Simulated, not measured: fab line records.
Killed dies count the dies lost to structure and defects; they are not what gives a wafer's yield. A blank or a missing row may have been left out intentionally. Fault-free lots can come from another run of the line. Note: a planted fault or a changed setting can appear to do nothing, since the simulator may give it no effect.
What tool caused it?	flow nand harc	Sampling: 24 lots, 72 wafers, 5 of 1159 route steps

WHAT EACH GAUGE READ, for each wafer
NHARC_A_BLC_INSPECT_28.
lot	measured	on	raw defect count
L074	day 18 06:41	defect inspect-02	550 411 467
L077	day 18 14:29	defect inspect-01	473 428 454
L076	day 18 14:55	defect inspect-01	488 420 521
L075	day 18 19:46	defect inspect-02	316 562 629
L079	day 19 06:35	defect inspect-01	579 736 698
L078	day 19 11:52	defect inspect-01	327 460 323
L081	day 19 12:18	defect inspect-02	441 359 471
L080	day 20 01:16	defect inspect-01	260 360 586
L082	day 20 06:25	defect inspect-02	253 400 355
L084	day 20 09:59	defect inspect-01	293 500 334
L083	day 20 12:33	defect inspect-02	402 430 418
L085	day 20 12:59	defect inspect-02	527 381 547
L087	day 20 15:40	defect inspect-02	679 435 659
L089	day 20 16:50	defect inspect-01	411 605 664
L090	day 21 14:28	defect inspect-02	346 388 370
L086	day 22 00:22	defect inspect-01	327 394 386
L091	day 21 19:44	defect inspect-02	538 424 828
L088	day 22 00:25	defect inspect-02	402 347 400
L092	day 22 01:22	defect inspect-01	511 456 454
L093	day 22 05:32	defect inspect-01	540 586 571
L096	day 22 16:31	defect inspect-01	505 475 358
L094	day 22 21:41	defect inspect-01	533 545 394
L095	day 23 05:25	defect inspect-02	944 485 767
L097	day 23 06:37	defect inspect-01	460 562 391

WHICH TOOL RAN EACH LOT (tool, then ch and the chambers of the sampled wafers, then the start)
lot	NHARC_A_CONTACT_ETCH_138	NHARC_A_CONTACT_ETCH_139	NHARC_A_CONTACT_ETCH_110	NHARC_A_CONTACT_CVD_19
L074	har cap etch-01 ch 0,1, day 16 17:23	har cap etch-01 ch 0,1, day 16 17:33	rie diel-06 ch 0,1,3, day 16 18:35	cvd w-01 ch 1, day 18 06:41 or earlier
L077	har cap etch-03 ch 0,1, day 17 19:19	har cap etch-03 ch 0,1, day 17 19:26	rie diel-06 ch 0,1,3, day 17 20:21	cvd w-02 ch 0,1, day 18 14:29 or earlier
L076	har cap etch-01 ch 0,1, day 17 19:48	har cap etch-01 ch 0,1, day 17 19:58	rie diel-07 ch 0,3, day 17 20:48	cvd w-01 ch 0,1, day 18 14:55 or earlier
L075	har cap etch-02 ch 0,1, day 18 03:01	har cap etch-02 ch 0,1, day 18 03:09	rie diel-06 ch 2,3, day 18 04:07	cvd w-01 ch 0,1, day 18 19:46 or earlier
L079	har cap etch-03 ch 0,1, day 18 14:13	har cap etch-03 ch 0,1, day 18 14:20	rie diel-02 ch 0,2, day 18 15:16	cvd w-01 ch 0,1, day 19 06:35 or earlier
L078	har cap etch-01 ch 0,1, day 18 19:29	har cap etch-01 ch 0,1, day 18 19:38	rie diel-07 ch 0,1, day 18 20:29	cvd w-02 ch 0,1, day 19 11:52 or earlier
L081	har cap etch-02 ch 0,1, day 18 23:43	har cap etch-02 ch 0,1, day 18 23:50	rie diel-06 ch 0,1,3, day 19 00:52	cvd w-02 ch 0,1, day 19 12:18 or earlier
L080	har cap etch-02 ch 0,1, day 19 12:50	har cap etch-02 ch 0,1, day 19 13:00	rie diel-06 ch 0,2,3, day 19 14:01	cvd w-01 ch 0,1, day 20 01:16 or earlier
L082	har cap etch-02 ch 0,1, day 19 21:03	har cap etch-02 ch 0,1, day 19 21:13	rie diel-06 ch 0,1, day 19 22:37	cvd w-02 ch 0,1, day 20 06:25 or earlier
L084	har cap etch-02 ch 0,1, day 20 00:02	har cap etch-02 ch 0,1, day 20 00:10	rie diel-02 ch 0,2,3, day 20 01:12	cvd w-02 ch 0,1, day 20 09:59 or earlier
L083	har cap etch-03 ch 0,1, day 20 03:53	har cap etch-03 ch 0,1, day 20 04:04	rie diel-02 ch 2,3, day 20 05:09	cvd w-02 ch 0,1, day 20 12:33 or earlier
L085	har cap etch-02 ch 0,1, day 20 04:22	har cap etch-02 ch 0,1, day 20 04:30	rie diel-06 ch 1,3, day 20 05:38	cvd w-01 ch 0,1, day 20 12:59 or earlier
L087	har cap etch-03 ch 0,1, day 20 08:07	har cap etch-03 ch 0,1, day 20 08:14	rie diel-06 ch 0,1,3, day 20 09:14	cvd w-01 ch 0,1, day 20 15:40 or earlier
L089	har cap etch-01 ch 0,1, day 20 08:44	har cap etch-01 ch 0,1, day 20 08:53	rie diel-07 ch 0,1, day 20 09:47	cvd w-01 ch 0,1, day 20 16:50 or earlier
L090	har cap etch-02 ch 1, day 20 18:09	har cap etch-02 ch 1, day 20 18:17	rie diel-06 ch 1,3, day 20 19:11	cvd w-02 ch 0,1, day 21 14:28 or earlier
L086	har cap etch-03 ch 1, day 20 21:25	har cap etch-03 ch 1, day 20 21:35	rie diel-02 ch 0,3, day 20 22:57	cvd w-02 ch 0,1, day 22 00:22 or earlier
L091	har cap etch-01 ch 0,1, day 20 21:50	har cap etch-01 ch 0,1, day 20 21:59	rie diel-07 ch 0,2,3, day 20 23:08	cvd w-02 ch 0,1, day 21 19:44 or earlier
L088	har cap etch-03 ch 1, day 20 23:51	har cap etch-03 ch 1, day 21 00:01	rie diel-06 ch 0,1,3, day 21 01:08	cvd w-02 ch 0,1, day 22 00:25 or earlier
L092	har cap etch-01 ch 0,1, day 21 13:08	har cap etch-01 ch 0,1, day 21 13:16	rie diel-02 ch 1,3, day 21 14:14	cvd w-01 ch 0,1, day 22 01:22 or earlier
L093	har cap etch-01 ch 0,1, day 21 20:19	har cap etch-01 ch 0,1, day 21 20:27	rie diel-07 ch 1,2,3, day 21 21:20	cvd w-01 ch 0,1, day 22 05:32 or earlier
L096	har cap etch-02 ch 0,1, day 22 06:40	har cap etch-02 ch 0,1, day 22 06:49	rie diel-06 ch 1,2,3, day 22 08:17	cvd w-01 ch 0,1, day 22 16:31 or earlier
L094	har cap etch-01 ch 0,1, day 22 12:13	har cap etch-01 ch 0,1, day 22 12:20	rie diel-07 ch 1,2,3, day 22 13:16	cvd w-02 ch 0,1, day 22 21:41 or earlier
L095	har cap etch-01 ch 0,1, day 22 16:47	har cap etch-01 ch 0,1, day 22 16:56	rie diel-07 ch 2,3, day 22 17:47	cvd w-01 ch 0,1, day 23 05:25 or earlier
L097	har cap etch-03 ch 0,1, day 22 21:19	har cap etch-03 ch 0,1, day 22 21:27	rie diel-07 ch 0,2,3, day 22 22:22	cvd w-01 ch 0,1, day 23 06:37 or earlier
- NHARC_A_CONTACT_ETCH_138: etches the open film in C4F8/O2/Ar, time 132 s, target depth 1289 nm.
- NHARC_A_CONTACT_ETCH_139: etches the open film in C4F8/O2/Ar, time 137 s, target depth 590 nm.
- NHARC_A_CONTACT_ETCH_110: etches the open film in CF4/O2, target depth 50 nm, overetch 5 nm, time 27.5 s.
- NHARC_A_CONTACT_CVD_19: deposits W, target thk 300 nm, time 802 s.

WHAT THE TOOLS THEMSELVES READ (means of the sampled wafers that have a number; where no wafer has one, the mark that the record gives instead)
NHARC_A_CONTACT_ETCH_110.
lot	tool	drypump motor current A (A)	oes product au (a.u.)	rf fwd power W (W)	rf vpp V (V)	showerhead plenum p Torr (Torr)	throttle valve pct (%)
L074	rie diel-06	6.2	0.992	294.9	199.1	1.38	13.401
L077	rie diel-06	6.2	1.004	293.9	198.7	1.38	13.396
L076	rie diel-07	6.0	1.016	294.8	197.1	1.30	13.401
L075	rie diel-06	5.8	1.013	294.1	198.7	1.38	13.395
L079	rie diel-02	5.5	0.993	294.3	197.2	1.30	13.403
L078	rie diel-07	5.8	1.002	295.5	199.0	1.39	13.401
L081	rie diel-06	6.1	1.004	293.2	199.3	1.38	13.390
L080	rie diel-06	6.0	1.002	294.4	197.6	1.34	13.391
L082	rie diel-06	6.3	0.992	292.9	197.4	1.34	13.396
L084	rie diel-02	5.9	1.000	294.0	196.6	1.30	13.399
L083	rie diel-02	5.9	1.003	292.4	197.5	1.32	13.387
L085	rie diel-06	6.0	1.004	295.2	198.0	1.41	13.395
L087	rie diel-06	6.1	0.998	293.8	198.5	1.37	13.401
L089	rie diel-07	5.8	1.007	295.2	198.6	1.38	13.383
L090	rie diel-06	6.0	1.001	293.9	199.3	1.40	13.402
L086	rie diel-02	6.2	1.002	294.7	197.8	1.31	13.400
L091	rie diel-07	6.0	1.015	295.0	197.5	1.33	13.397
L088	rie diel-06	6.2	1.000	293.6	197.6	1.37	13.393
L092	rie diel-02	5.7	1.001	292.6	197.4	1.30	13.402
L093	rie diel-07	6.1	1.009	293.3	198.0	1.34	13.407
L096	rie diel-06	5.8	1.005	296.3	198.3	1.38	13.399
L094	rie diel-07	6.1	1.006	294.1	197.8	1.34	13.407
L095	rie diel-07	6.2	1.006	293.0	198.6	1.33	13.403
L097	rie diel-07	6.0	1.013	294.3	196.8	1.33	13.398

NHARC_A_CONTACT_CVD_19.
lot	tool	heater power w (W)	throttle valve pct (%)
L074	cvd w-01	442	7.4
L077	cvd w-02	412	8.1
L076	cvd w-01	541	7.9
L075	cvd w-01	493	7.8
L079	cvd w-01	535	8.0
L078	cvd w-02	419	7.7
L081	cvd w-02	420	7.9
L080	cvd w-01	544	8.1
L082	cvd w-02	405	8.1
L084	cvd w-02	410	8.2
L083	cvd w-02	424	7.7
L085	cvd w-01	534	7.9
L087	cvd w-01	540	8.1
L089	cvd w-01	488	7.7
L090	cvd w-02	431	7.9
L086	cvd w-02	425	8.0
L091	cvd w-02	429	7.9
L088	cvd w-02	411	8.1
L092	cvd w-01	493	7.8
L093	cvd w-01	544	8.1
L096	cvd w-01	533	8.3
L094	cvd w-02	401	8.1
L095	cvd w-01	492	8.0
L097	cvd w-01	494	7.8

THE ANSWER, worked out from the rows above alone
Rule: what is usual is taken from the lots themselves. The widest of any qualifying gaps counts: lots, ordered by their means at a reading, are off when they make up no more than a third of the lots, leave a main group of 4 or more, and stand apart from it by 3 or more times the standard deviation of that group's means. A main group whose means are all the same, to the digits that the tables above print for the reading, isn't used. A lot without any number at a reading at which 4 lots or more have one is off too. Where the step has rows for the other lots, those lots are counted as sound. First the gauges in route order, then the tools' own readings, where a lot's mean is used as printed above. The first step at which some lot is off is used, and at that step the reading that is off furthest; a lot without a number counts as furthest.
No lot is off on any of the readings shown, so nothing can be concluded from this.

WHAT THE SIMULATOR HAD INSERTED
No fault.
